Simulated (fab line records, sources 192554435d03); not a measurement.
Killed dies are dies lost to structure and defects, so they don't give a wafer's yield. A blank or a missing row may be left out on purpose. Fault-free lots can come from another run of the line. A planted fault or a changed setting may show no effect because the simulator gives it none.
Split-lot study + flow n5_finfet + on a route of 1938 steps: 7 lots, 39 wafers read

== THE SPLIT ==
At N5_DUMMY_GATE_ETCH_32 (etches SiO2 in CF4, target depth 3.5 nm, time 3.9 s), the setting time_s was moved away from the recipe's 3.9 s on 12 of the 39 wafers read, by -22.2% to -9.4%. For the rest of the wafers, this setting stayed at what the recipe calls for.

The reading comes from the split's own step.

== THE READING ==
etch.depth_nm (the simulator's own value, which no gauge read), in nm, at N5_DUMMY_GATE_ETCH_32 (etches SiO2 in CF4, target depth 3.5 nm, time 3.9 s). The file gives no usual value for it. The 27 wafers here that ran the recipe average 3.510 nm, standard deviation 0.052 nm.

| wafer  | tool, chamber at the split | time_s as run, s | against the recipe | etch.depth_nm, nm | against lot-mates on the recipe |
|--------|----------------------------|------------------|--------------------|-------------------|---------------------------------|
| L075.1 | rie_si-03, 3               | 3.9              | recipe             | 3.613             | -                               |
| L075.2 | rie_si-03, 0               | 3.9              | recipe             | 3.504             | -                               |
| L075.3 | rie_si-03, 2               | 3.9              | recipe             | 3.496             | -                               |
| L075.4 | rie_si-03, 1               | 3.9              | recipe             | 3.539             | -                               |
| L075.5 | rie_si-03, 3               | 3.9              | recipe             | 3.607             | -                               |
| L075.6 | rie_si-03, 2               | 3.9              | recipe             | 3.444             | -                               |
| L077.1 | rie_si-03, 3               | 3.9              | recipe             | 3.561             | -                               |
| L077.2 | rie_si-03, 2               | 3.9              | recipe             | 3.443             | -                               |
| L077.3 | rie_si-03, 1               | 3.9              | recipe             | 3.532             | -                               |
| L077.4 | rie_si-03, 0               | 3.9              | recipe             | 3.469             | -                               |
| L077.5 | rie_si-03, 2               | 3.9              | recipe             | 3.404             | -                               |
| L077.6 | rie_si-03, 1               | 3.9              | recipe             | 3.53              | -                               |
| L085.1 | rie_si-02, 0               | 3.098            | -20.6%             | 2.781             | -0.774                          |
| L085.2 | rie_si-02, 1               | 3.098            | -20.6%             | 2.808             | -0.747                          |
| L085.3 | rie_si-02, 3               | 3.9              | recipe             | 3.582             | -                               |
| L085.5 | rie_si-02, 3               | 3.9              | recipe             | 3.582             | -                               |
| L085.4 | rie_si-02, 2               | 3.9              | recipe             | 3.501             | -                               |
| L085.6 | rie_si-02, 0               | 3.098            | -20.6%             | 2.79              | -0.765                          |
| L090.1 | rie_si-02, 3               | 3.9              | recipe             | 3.565             | -                               |
| L090.3 | rie_si-02, 2               | 3.9              | recipe             | 3.505             | -                               |
| L090.6 | rie_si-02, 0               | 3.9              | recipe             | 3.49              | -                               |
| L095.1 | rie_si-02, 3               | 3.036            | -22.2%             | 2.753             | -0.744                          |
| L095.2 | rie_si-02, 2               | 3.9              | recipe             | 3.472             | -                               |
| L095.3 | rie_si-02, 0               | 3.036            | -22.2%             | 2.708             | -0.789                          |
| L095.4 | rie_si-02, 1               | 3.9              | recipe             | 3.484             | -                               |
| L095.5 | rie_si-02, 3               | 3.9              | recipe             | 3.536             | -                               |
| L095.6 | rie_si-02, 2               | 3.036            | -22.2%             | 2.715             | -0.782                          |
| L096.1 | rie_si-03, 1               | 3.9              | recipe             | 3.529             | -                               |
| L096.2 | rie_si-03, 3               | 3.534            | -9.4%              | 3.258             | -0.246                          |
| L096.6 | rie_si-03, 3               | 3.534            | -9.4%              | 3.258             | -0.246                          |
| L096.3 | rie_si-03, 0               | 3.534            | -9.4%              | 3.175             | -0.329                          |
| L096.4 | rie_si-03, 2               | 3.9              | recipe             | 3.469             | -                               |
| L096.5 | rie_si-03, 0               | 3.9              | recipe             | 3.514             | -                               |
| L097.1 | rie_si-04, 0               | 3.184            | -18.4%             | 2.817             | -0.648                          |
| L097.2 | rie_si-04, 2               | 3.9              | recipe             | 3.427             | -                               |
| L097.3 | rie_si-04, 3               | 3.9              | recipe             | 3.498             | -                               |
| L097.4 | rie_si-04, 1               | 3.9              | recipe             | 3.471             | -                               |
| L097.5 | rie_si-04, 3               | 3.184            | -18.4%             | 2.86              | -0.605                          |
| L097.6 | rie_si-04, 0               | 3.184            | -18.4%             | 2.856             | -0.609                          |

FIT RESULTS
A straight line over all 39 wafers: etch.depth_nm changes by +0.0352 nm for each +1% of time_s; r = +0.99; the points scatter about the line by 0.049 nm.
The same after taking each lot's own level away (the mean of its wafers on the recipe; 39 wafers): +0.0351 nm for each +1%; r = +0.99; scatter 0.046 nm.
On that fit, the largest move of time_s shifts the reading by 0.78 nm.
The lots' own levels span 3.4653 to 3.5550 nm, that is 1.7 times the standard deviation above.
The two slopes agree, so the slope changes little with the lot-to-lot level.
Check: -0.778 nm against its lot-mates is what the line predicts for one of the wafers moved furthest among these (-22.2%) when that wafer is left out of the fit. It came out at -0.744 nm against them.

== FURTHER SPLITS ON THESE WAFERS ==
Before the reading, these wafers also passed through other splits. Each is held against what the fit with the lots' levels taken away leaves over:
| other split on the same wafers    | wafers away from the commonest value | r with etch.depth_nm (lot level and that fit taken away) |
|-----------------------------------|--------------------------------------|----------------------------------------------------------|
| N5_WELL_APT_IMPLANT_31 energy_kev | 12                                   | +0.19                                                    |
| N5_FIN_CUT_CUT_ETCH_26 source_w   | 12                                   | -0.31                                                    |
| N5_FIN_CUT_CUT_ETCH_15 time_s     | 15                                   | -0.23                                                    |
| N5_DUMMY_GATE_CVD_03 target_thk_a | 30                                   | -0.01                                                    |
| N5_DUMMY_GATE_EXPOSE_12 dose_mj   | 9                                    | -0.04                                                    |

== FILE'S OWN FIT ==
etch.depth_nm changes by +0.0349 nm for each +1% of time_s, r = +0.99.
